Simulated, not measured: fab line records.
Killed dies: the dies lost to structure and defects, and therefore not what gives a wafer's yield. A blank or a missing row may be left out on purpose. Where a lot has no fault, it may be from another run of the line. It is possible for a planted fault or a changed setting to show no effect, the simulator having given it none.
fab line records | flow n5-finfet
record: lots: 7 wafers: 39
route steps=1938 shown FIN_CUT@169 SD_EPI_N@267 HKMG_FIN@438 MOL_CONTACT_COAG@551
start-h: the number of hours between the record's first day and the start of the first shown wafer of the lot | wait-h: hours from the lot's prior step to this one | " the same as in the row above | L1.1+2: a row that stands for several wafers | - either no value or no given start | * or withheld: withheld | < > ~ a bound
route shown NAME@n: a module of which the file shows steps, and the number in the route of the first | usual: the fault-free wafers' mean and standard deviation | same: alike in all rows | chamber/n: place in a boat | sites: the reading at each site | _std_site: standard deviation across them | _edge_site: outer sites' mean less inner sites' | radius-mm: for every site, how far away it sits from the centre of the wafer | mask NAME#n: copy n | behind: the tool/chamber that last shaped the wafer | hold: cause of the lot's hold/its duration in hours/its outcome | device: which transistor (n, p or np) failed to switch | end of line: the same wafers' tests at the end of the route | a step without rows: its recipe alone | killed: dies lost to structure and defects at the first sort, not the wafer's yield | map: the dies of a wafer, with x for killed, . for not killed, _ for no die there
set.NAME: the setting that was run; set.NAME@STEP: the one run at that earlier step | model.NAME: the simulator's own value behind a step, which no gauge read
lots run with intentionally changed settings; tables by step, rows by wafer
== steps ==
step: N5_FIN_CUT_ETCH_21
recipe: chemistry: N2/H2 target: SOC target-depth-a: 2190 overetch-a: 438 mask-material: SiARC temp-c: 40 ion-energy-ev: 100 bias-w: 61 time-s: 523.5 pressure-mtorr: 30 source-w: 850 n2-flow-sccm: 200 h2-flow-sccm: 200
usual: rf-vpp-V: 240.2/1.4
columns lot.wafer tool chamber start-h wait-h set.bias-w rf-vpp-V
L074.1 rie-diel-05 1 28.58 0.0 61 241.1
L074.2 " 0 " " 61 236.3
L074.3 " 3 " " 61 242.4
L074.4 " 2 " " 61 239.6
L074.5 " 1 " " 61 239.2
L074.6 " 0 " " 61 240.5
L076.1 rie-diel-01 0 43.07 0.0 61 240.5
L076.2 " 1 " " 61 240.5
L076.3 " 3 " " 61 242.0
L076.4 " 0 " " 61 239.8
L076.5 " 1 " " 61 240.6
L076.6 " 3 " " 61 243.1
L078.1 rie-diel-05 3 50.71 0.0 61 242.6
L078.3 " 2 " " 61 238.3
L078.4 " 1 " " 61 241.9
L080.1 rie-diel-01 1 64.06 0.0 50.39 213.4
L080.2 " 0 " " 50.39 212.6
L080.3 " 2 " " 61 239.4
L080.4 " 3 " " 61 239.7
L080.5 " 1 " " 61 240.1
L080.6 " 2 " " 50.39 212.4
L086.1 rie-diel-01 2 99.44 0.0 61 240.2
L086.2 " 0 " " 51.27 213.0
L086.3 " 1 " " 61 242.0
L086.4 " 3 " " 51.27 218.4
L086.5 " 3 " " 51.27 216.0
L086.6 " 2 " " 61 240.3
L093.1 rie-diel-05 3 144.63 0.0 61 241.5
L093.2 " 1 " " 61 240.3
L093.3 " 2 " " 55.2 223.8
L093.4 " 0 " " 55.2 225.0
L093.5 " 2 " " 61 240.3
L093.6 " 1 " " 55.2 223.9
L094.1 rie-diel-06 1 147.73 0.0 61 240.8
L094.2 " 0 " " 56.57 228.7
L094.3 " 2 " " 56.57 226.5
L094.4 " 3 " " 56.57 230.4
L094.5 " 0 " " 61 241.4
L094.6 " 3 " " 61 241.0
step: N5_SD_EPI_N_EXPOSE_06
recipe: mask-id: SD_N_BLK na: 1.35 source-shape: conventional sigma-outer: 0.8 polarization: unpolarized target-cd-nm: 120 dose-mj: 39.75
columns lot.wafer tool chamber start-h wait-h mask set.dose-mj
L074.1+2+3 arfi-scanner-01 0 48.97 - SD_N_BLK#0 39.75
L074.4+5+6 " 0 " " SD_N_BLK#0 41.12
L076.1+5+6 arfi-scanner-02 0 63.91 - SD_N_BLK#0 39.75
L076.2+3+4 " 0 " " SD_N_BLK#0 38.62
L078.1+3+4 arfi-scanner-01 0 71.73 - SD_N_BLK#0 39.75
L080.1+3+5 arfi-scanner-03 0 87.39 - SD_N_BLK#0 39.75
L080.2+4+6 " 0 " " SD_N_BLK#0 40.63
L086.1+4+6 arfi-scanner-03 0 122.23 - SD_N_BLK#0 39.75
L086.2+3+5 " 0 " " SD_N_BLK#0 38.45
L093.1+2+3+4+5+6 arfi-scanner-01 0 165.13 - SD_N_BLK#0 39.75
L094.1+3+4 arfi-scanner-02 0 170.02 - SD_N_BLK#0 38.42
L094.2+5+6 " 0 " " SD_N_BLK#0 39.75
step: N5_SD_EPI_N_PEB_07
recipe: peb-temp-c: 110 peb-time-s: 60 resist: CAR-ArF-block
step: N5_SD_EPI_N_DEVELOP_08
recipe: develop-time-s: 30 developer: TMAH resist: CAR-ArF-block dev-temp-c: 23 rinse-liquid: diw dry: air-spin
step: N5_SD_EPI_N_CD_MEAS_09
recipe: target-cd-nm: 120 landing-energy-ev: 500 detector: se-inlens
usual: cd-nm: 120.1/0.61
columns lot.wafer tool chamber start-h wait-h set.dose-mj@SD_EPI_N_EXPOSE_06 cd-nm
L074.1 cd-sem-01 0 49.09 - 39.75 119.2
L074.2 " 0 " " 39.75 119.8
L074.3 " 0 " " 39.75 119.8
L074.4 " 0 " " 41.12 122.2
L074.5 " 0 " " 41.12 122.1
L074.6 " 0 " " 41.12 122.2
L076.1 cd-sem-03 0 64.04 - 39.75 120.3
L076.2 " 0 " " 38.62 119.1
L076.3 " 0 " " 38.62 118.3
L076.4 " 0 " " 38.62 118.3
L076.5 " 0 " " 39.75 119.2
L076.6 " 0 " " 39.75 120.3
L078.1 cd-sem-03 0 71.86 - 39.75 120.1
L078.3 " 0 " " 39.75 120.6
L078.4 " 0 " " 39.75 120.0
L080.1 cd-sem-01 0 87.52 - 39.75 120.0
L080.2 " 0 " " 40.63 121.0
L080.3 " 0 " " 39.75 120.1
L080.4 " 0 " " 40.63 120.8
L080.5 " 0 " " 39.75 119.8
L080.6 " 0 " " 40.63 121.1
L086.1 cd-sem-01 0 122.35 - 39.75 119.9
L086.2 " 0 " " 38.45 118.1
L086.3 " 0 " " 38.45 119.0
L086.4 " 0 " " 39.75 120.5
L086.5 " 0 " " 38.45 118.9
L086.6 " 0 " " 39.75 121.1
L093.1 cd-sem-01 0 165.26 - 39.75 120.6
L093.2 " 0 " " 39.75 120.8
L093.3 " 0 " " 39.75 119.8
L093.4 " 0 " " 39.75 120.2
L093.5 " 0 " " 39.75 120.6
L093.6 " 0 " " 39.75 120.8
L094.1 cd-sem-01 0 170.15 - 38.42 117.8
L094.2 " 0 " " 39.75 120.2
L094.3 " 0 " " 38.42 117.8
L094.4 " 0 " " 38.42 118.4
L094.5 " 0 " " 39.75 120.2
L094.6 " 0 " " 39.75 121.1
step: N5_SD_EPI_N_DESCUM_14
recipe: chemistry: O2 time-s: 7.9 source-power-w: 50 bias-power-w: 20 pressure-mtorr: 20 rf-frequency-hz: 2.712e+07 temp-c: 40 resist: CAR-ArF-block o2-flow-sccm: 225
columns lot.wafer tool chamber start-h wait-h set.dose-mj@SD_EPI_N_EXPOSE_06 model.SD_EPI_N.cd-nm
L074.1 rie-diel-03 0 49.22 0.1 39.75 119.6
L074.2+3 " 1,2 " " 39.75 119.8
L074.4 " 3 " " 41.12 122
L074.5 " 3 " " 41.12 122.6
L074.6 " 0 " " 41.12 122.2
L076.1 rie-diel-02 0 64.29 0.2 39.75 120.4
L076.2 " 1 " " 38.62 119
L076.3 " 3 " " 38.62 118.4
L076.4 " 2 " " 38.62 118.6
L076.5 " 3 " " 39.75 119.4
L076.6 " 0 " " 39.75 120.2
L078.1 rie-diel-03 1 71.95 0.0 39.75 119.8
L078.3 " 3 " " 39.75 120.6
L078.4 " 2 " " 39.75 119.6
L080.1 rie-diel-02 2 87.61 0.0 39.75 120
L080.2 " 1 " " 40.63 121
L080.3 " 3 " " 39.75 120.2
L080.4 " 0 " " 40.63 121.2
L080.5 " 0 " " 39.75 119.8
L080.6 " 1 " " 40.63 121.4
L086.1+4 rie-diel-03 2,3 122.99 0.6 39.75 120.2
L086.2 " 3 " " 38.45 118.6
L086.3+5 " 0 " " 38.45 119
L086.6 " 2 " " 39.75 121
L093.1+5+6 rie-diel-04 2,0,1 165.35 0.0 39.75 120.6
L093.2 " 1 " " 39.75 120.4
L093.3 " 0 " " 39.75 119.6
L093.4 " 3 " " 39.75 120.2
L094.1 rie-diel-02 2 170.24 0.0 38.42 118
L094.2 " 3 " " 39.75 120.2
L094.3+4 " 0,1 " " 38.42 118.2
L094.5 " 1 " " 39.75 120
L094.6 " 0 " " 39.75 121.2
step: N5_SD_EPI_N_ETCH_35
recipe: chemistry: N2/H2 target: SOC overetch-a: 1080 mask-material: SiARC temp-c: 40 ion-energy-ev: 100 source-w: 3000 bias-w: 133 pressure-mtorr: 20 time-s: 486 n2-flow-sccm: 200 h2-flow-sccm: 200
columns lot.wafer tool chamber start-h wait-h set.time-s model.SiARC_of_SD_EPI_N_COAT_33.thk-nm
L074.1 rie-diel-03 0 49.31 0.0 486 20
L074.2 " 1 " " 428.1 22.2
L074.3+5 " 2,3 " " 486 19.4
L074.4 " 3 " " 428.1 21.2
L074.6 " 0 " " 428.1 21.8
L076.1 rie-diel-02 0 64.38 0.0 486 18.8
L076.2+4 " 1,2 " " 486 19.6
L076.3+5 " 3 " " 486 20
L076.6 " 0 " " 486 19.2
L078.1 rie-diel-03 1 72.04 0.0 486 20.6
L078.3 " 3 " " 486 19.8
L078.4 " 2 " " 486 19.6
L080.1 rie-diel-02 2 87.70 0.0 486 20
L080.2 " 1 " " 568.2 17
L080.3 " 3 " " 568.2 17.8
L080.4+6 " 0,1 " " 486 19.4
L080.5 " 0 " " 568.2 16.6
L086.1+2 rie-diel-03 2,3 123.09 0.0 486 19.6
L086.3 " 0 " " 434.4 21.8
L086.4 " 3 " " 434.4 21.4
L086.5 " 0 " " 486 20.4
L086.6 " 2 " " 434.4 21.2
L093.1 rie-diel-04 2 165.44 0.0 426.5 21.8
L093.2+4 " 1,3 " " 486 19.8
L093.3 " 0 " " 426.5 21.6
L093.5 " 0 " " 426.5 21.4
L093.6 " 1 " " 486 20
L094.1 rie-diel-02 2 170.33 0.0 454.4 20.6
L094.2 " 3 " " 454.4 21.2
L094.3 " 0 " " 454.4 20.2
L094.4+5 " 1 " " 486 19.6
L094.6 " 0 " " 486 19.4
step: N5_SD_EPI_N_STRIP_36
recipe: chemistry: N2/H2 temp-c: 40 n2-flow-sccm: 200 h2-flow-sccm: 200 rf-frequency-hz: 6e+07
step: N5_SD_EPI_N_ETCHBACK_44
recipe: chemistry: CH3F/O2 mode: anisotropic-etchback target: SiNx target-depth-a: 145 stop-on: SiO2 over-etch-frac: 0.3 ion-energy-ev: 120 pressure-mtorr: 30 source-w: 395 bias-w: 73 Ar_flow_sccm: 150 CH3F_flow_sccm: 30 O2_flow_sccm: 20
columns lot.wafer tool chamber start-h wait-h set.time-s@SD_EPI_N_ETCH_35 model.SiARC_of_SD_EPI_N_COAT_33.thk-nm
L074.1 rie-diel-03 0 49.64 0.0 486 16.4
L074.2 " 1 " " 428.1 18.6
L074.3+5 " 2,3 " " 486 15.6
L074.4 " 3 " " 428.1 17.4
L074.6 " 0 " " 428.1 18
L076.1 rie-diel-02 0 64.71 0.0 486 15
L076.2 " 1 " " 486 15.8
L076.3+5 " 3 " " 486 16.2
L076.4 " 2 " " 486 16
L076.6 " 0 " " 486 15.2
L078.1 rie-diel-03 1 72.36 0.0 486 17
L078.3 " 3 " " 486 16
L078.4 " 2 " " 486 15.8
L080.1 rie-diel-02 2 88.02 0.0 486 16.4
L080.2 " 1 " " 568.2 13.2
L080.3 " 3 " " 568.2 14
L080.4+6 " 0,1 " " 486 15.6
L080.5 " 0 " " 568.2 12.6
L086.1+2 rie-diel-03 2,3 123.41 0.0 486 15.8
L086.3 " 0 " " 434.4 18.2
L086.4+6 " 3,2 " " 434.4 17.4
L086.5 " 0 " " 486 16.6
L093.1 rie-diel-04 2 165.77 0.0 426.5 18.2
L093.2+4+6 " 1,3,1 " " 486 16.2
L093.3 " 0 " " 426.5 17.8
L093.5 " 0 " " 426.5 17.6
L094.1 rie-diel-02 2 170.65 0.0 454.4 17
L094.2 " 3 " " 454.4 17.6
L094.3 " 0 " " 454.4 16.4
L094.4+5 " 1 " " 486 15.8
L094.6 " 0 " " 486 15.4
step: N5_HKMG_FIN_ETCH_35
recipe: chemistry: N2/H2 target: SOC target-depth-a: 2158 ion-energy-ev: 65 bias-w: 5 source-w: 3000 time-s: 243.4 pressure-mtorr: 30 n2-flow-sccm: 200 h2-flow-sccm: 200
usual: rf-vpp-V: 141.6/1
columns lot.wafer tool chamber start-h wait-h set.bias-w rf-vpp-V
L074.1 rie-diel-04 0 75.35 0.0 4.468 130.5
L074.2 " 1 " " 5 143.6
L074.3 " 2 " " 5 141.3
L074.4 " 3 " " 4.468 132.2
L074.5 " 0 " " 4.468 130.7
L074.6 " 1 " " 5 143.1
L076.1 rie-diel-03 2 89.50 0.0 5 142.8
L076.2 " 3 " " 5.643 153.1
L076.3 " 1 " " 5.643 154.5
L076.4 " 0 " " 5 141.3
L076.5 " 2 " " 5.643 151.9
L076.6 " 3 " " 5 143.9
L078.1 rie-diel-03 2 102.48 0.0 5 142.0
L078.3 " 3 " " 5 141.5
L078.4 " 0 " " 5 142.1
L080.1 rie-diel-02 2 115.63 0.0 5 141.4
L080.2 " 0 " " 5.366 148.8
L080.3 " 1 " " 5 141.4
L080.4 " 3 " " 5 141.8
L080.5 " 2 " " 5.366 148.4
L080.6 " 1 " " 5.366 147.5
L086.1 rie-diel-02 1 148.94 0.0 5 139.4
L086.2 " 3 " " 5 142.0
L086.3 " 0 " " 5 141.8
L086.4 " 2 " " 5 141.2
L086.5 " 1 " " 5 141.3
L086.6 " 2 " " 5 139.5
L093.1 rie-diel-02 0 191.33 0.0 5 140.9
L093.2 " 3 " " 5 140.3
L093.3 " 1 " " 5 141.5
L093.4 " 2 " " 5 140.9
L093.5 " 3 " " 5 142.0
L093.6 " 2 " " 5 141.4
L094.1 rie-diel-04 2 197.79 0.0 5.351 148.9
L094.2 " 1 " " 5 142.3
L094.3 " 3 " " 5 141.2
L094.4 " 0 " " 5.351 149.0
L094.5 " 3 " " 5.351 147.8
L094.6 " 0 " " 5 142.2
step: N5_MOL_CONTACT_COAG_SPUTTER_130
recipe: material: Co target-thk-a: 475 temp-c: 25 chamber-pressure-pa: 0.5 power-w: 3000
columns lot.wafer tool chamber start-h wait-h set.target-thk-a model.Co_of_MOL_CONTACT_COAG_SPUTTER_130.thk-nm
L074.1 pvd-sputter-01 - 95.49 0.0 475 47.8
L074.2+5 " - " " 475 48
L074.3 " - " " 507.5 50.8
L074.4+6 " - " " 507.5 51
L076.1 pvd-sputter-03 - 109.04 0.0 475 47.2
L076.2+5 " - " " 514.5 51.2
L076.3+6 " - " " 475 46.8
L076.4 " - " " 514.5 51.8
L078.1 pvd-sputter-03 - 121.77 0.0 475 47.8
L078.3 " - " " 475 47.6
L078.4 " - " " 475 47.4
L080.1 pvd-sputter-01 - 133.75 0.0 475 47
L080.2 " - " " 475 47.6
L080.3+6 " - " " 475 47.2
L080.4+5 " - " " 475 47.4
L086.1 pvd-sputter-02 - 169.37 0.0 475 46.4
L086.2 " - " " 475 47.6
L086.3+4 " - " " 420.2 42.2
L086.5 " - " " 420.2 42
L086.6 " - " " 475 47.4
L093.1 pvd-sputter-02 - 211.40 0.0 475 47.4
L093.2+3 " - " " 475 47.2
L093.4 " - " " 526.2 52
L093.5 " - " " 526.2 52.4
L093.6 " - " " 526.2 52.6
L094.1+2 pvd-sputter-02 - 218.04 0.0 456.7 46.2
L094.3 " - " " 475 47.2
L094.4 " - " " 475 47.6
L094.5 " - " " 475 47.8
L094.6 " - " " 456.7 45.2
step: N5_MOL_CONTACT_COAG_VIA_ETCH_46
recipe: chemistry: C4F6/O2 target-depth-a: 460 overetch-a: 92 mask-material: SOC target: SiO2 bias-w: 455 pressure-mtorr: 10 time-s: 40 source-w: 325 Ar_flow_sccm: 300 C4F6_flow_sccm: 10 O2_flow_sccm: 10 ion-energy-ev: 575.3 ends: end-point
usual: rf-vpp-V: 1599/37
columns lot.wafer tool chamber start-h wait-h set.bias-w rf-vpp-V
L074.1 rie-diel-04 2 100.46 0.0 455 1583
L074.2 " 0 " " 455 1619
L074.3 " 3 " " 455 1521
L074.4 " 1 " " 455 1602
L074.5 " 1 " " 455 1604
L074.6 " 0 " " 455 1622
L076.1 rie-diel-04 1 114.03 0.0 455 1602
L076.2 " 2 " " 455 1584
L076.3 " 0 " " 455 1621
L076.4 " 3 " " 455 1521
L076.5 " 1 " " 455 1602
L076.6 " 2 " " 455 1583
L078.1 rie-diel-03 0 127.08 0.0 455 1615
L078.3 " 2 " " 455 1604
L078.4 " 0 " " 455 1615
L080.1 rie-diel-02 0 138.37 0.0 490.7 1724
L080.2 " 2 " " 490.7 1621
L080.3 " 1 " " 455 1555
L080.4 " 3 " " 455 1633
L080.5 " 1 " " 455 1555
L080.6 " 0 " " 490.7 1724
L086.1 rie-diel-02 0 174.67 0.0 541.3 1853
L086.2 " 1 " " 455 1554
L086.3 " 3 " " 541.3 1856
L086.4 " 2 " " 541.3 1743
L086.5 " 3 " " 455 1633
L086.6 " 2 " " 455 1532
L093.1 rie-diel-03 3 215.86 0.0 525.4 1819
L093.2 " 1 " " 455 1615
L093.3 " 0 " " 455 1614
L093.4 " 2 " " 525.4 1781
L093.5 " 1 " " 525.4 1796
L093.6 " 2 " " 455 1602
L094.1 rie-diel-03 3 223.55 0.0 455 1635
L094.2 " 2 " " 455 1600
L094.3 " 1 " " 455 1616
L094.4 " 0 " " 455 1613
L094.5 " 3 " " 455 1636
L094.6 " 0 " " 455 1613
step: N5_MOL_CONTACT_COAG_ANNEAL_112
recipe: temp-c: 400 time-s: 1800 ambient: HPD2 pressure-atm: 10
usual: wafer_temp_C_max: 402.6/0.51
columns lot.wafer tool chamber start-h wait-h set.temp-c wafer_temp_C_max
L074.1 hp-anneal-01 0 103.10 0.0 405.8 408.7
L074.2 " 0 " " 405.8 408.8
L074.3 " 0 " " 405.8 408.4
L074.4 " 0 " " 405.8 408.8
L074.5 " 0 " " 405.8 408.4
L074.6 " 0 " " 405.8 407.9
L076.1 hp-anneal-01 0 116.73 0.0 390.1 392.9
L076.2 " 0 " " 390.1 392.9
L076.3 " 0 " " 390.1 393.5
L076.4 " 0 " " 390.1 392.8
L076.5 " 0 " " 390.1 392.9
L076.6 " 0 " " 390.1 392.6
L078.1 hp-anneal-01 0 131.21 0.0 400 403.2
L078.3 " 0 " " 400 401.5
L078.4 " 0 " " 400 402.2
L080.1 hp-anneal-01 0 141.62 0.0 396 398.2
L080.2 " 0 " " 396 398.5
L080.3 " 0 " " 396 398.3
L080.4 " 0 " " 396 398.4
L080.5 " 0 " " 396 397.8
L080.6 " 0 " " 396 398.2
L086.1 hp-anneal-01 0 177.18 0.0 395.4 398.1
L086.2 " 0 " " 395.4 398.8
L086.3 " 0 " " 395.4 398.4
L086.4 " 0 " " 395.4 398.0
L086.5 " 0 " " 395.4 397.5
L086.6 " 0 " " 395.4 397.5
L093.1 hp-anneal-01 0 218.23 0.0 410.9 413.7
L093.2 " 0 " " 410.9 413.0
L093.3 " 0 " " 410.9 413.9
L093.4 " 0 " " 410.9 413.9
L093.5 " 0 " " 410.9 414.4
L093.6 " 0 " " 410.9 414.1
L094.1 hp-anneal-01 0 226.20 0.0 410.4 412.7
L094.2 " 0 " " 410.4 412.5
L094.3 " 0 " " 410.4 412.4
L094.4 " 0 " " 410.4 413.2
L094.5 " 0 " " 410.4 412.4
L094.6 " 0 " " 410.4 412.6
== key ==
split: step: N5_FIN_CUT_ETCH_21 setting: bias-w stated: 61 by: wafer
response: step: N5_FIN_CUT_ETCH_21 reading: rf-vpp-V change: +1.59 per: 1% r: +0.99
split: step: N5_SD_EPI_N_EXPOSE_06 setting: dose-mj stated: 39.75 by: wafer
response: step: N5_SD_EPI_N_CD_MEAS_09 reading: cd-nm change: +0.619 per: 1% r: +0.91
response: step: N5_SD_EPI_N_DESCUM_14 reading: model.SD_EPI_N.cd-nm change: +0.604 per: 1% r: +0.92
split: step: N5_SD_EPI_N_ETCH_35 setting: time-s stated: 486 by: wafer
response: step: N5_SD_EPI_N_ETCH_35 reading: model.SiARC_of_SD_EPI_N_COAT_33.thk-nm change: -0.154 per: 1% r: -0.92
response: step: N5_SD_EPI_N_ETCHBACK_44 reading: model.SiARC_of_SD_EPI_N_COAT_33.thk-nm change: -0.158 per: 1% r: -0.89
split: step: N5_HKMG_FIN_ETCH_35 setting: bias-w stated: 5 by: wafer
response: step: N5_HKMG_FIN_ETCH_35 reading: rf-vpp-V change: +0.927 per: 1% r: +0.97
split: step: N5_MOL_CONTACT_COAG_SPUTTER_130 setting: target-thk-a stated: 475 by: wafer
response: step: N5_MOL_CONTACT_COAG_SPUTTER_130 reading: model.Co_of_MOL_CONTACT_COAG_SPUTTER_130.thk-nm change: +0.464 per: 1% r: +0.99
split: step: N5_MOL_CONTACT_COAG_VIA_ETCH_46 setting: bias-w stated: 455 by: wafer
response: step: N5_MOL_CONTACT_COAG_VIA_ETCH_46 reading: rf-vpp-V change: +12.7 per: 1% r: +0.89
split: step: N5_MOL_CONTACT_COAG_ANNEAL_112 setting: temp-c stated: 400 by: lot
response: step: N5_MOL_CONTACT_COAG_ANNEAL_112 reading: wafer_temp_C_max change: * per: 1% r: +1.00
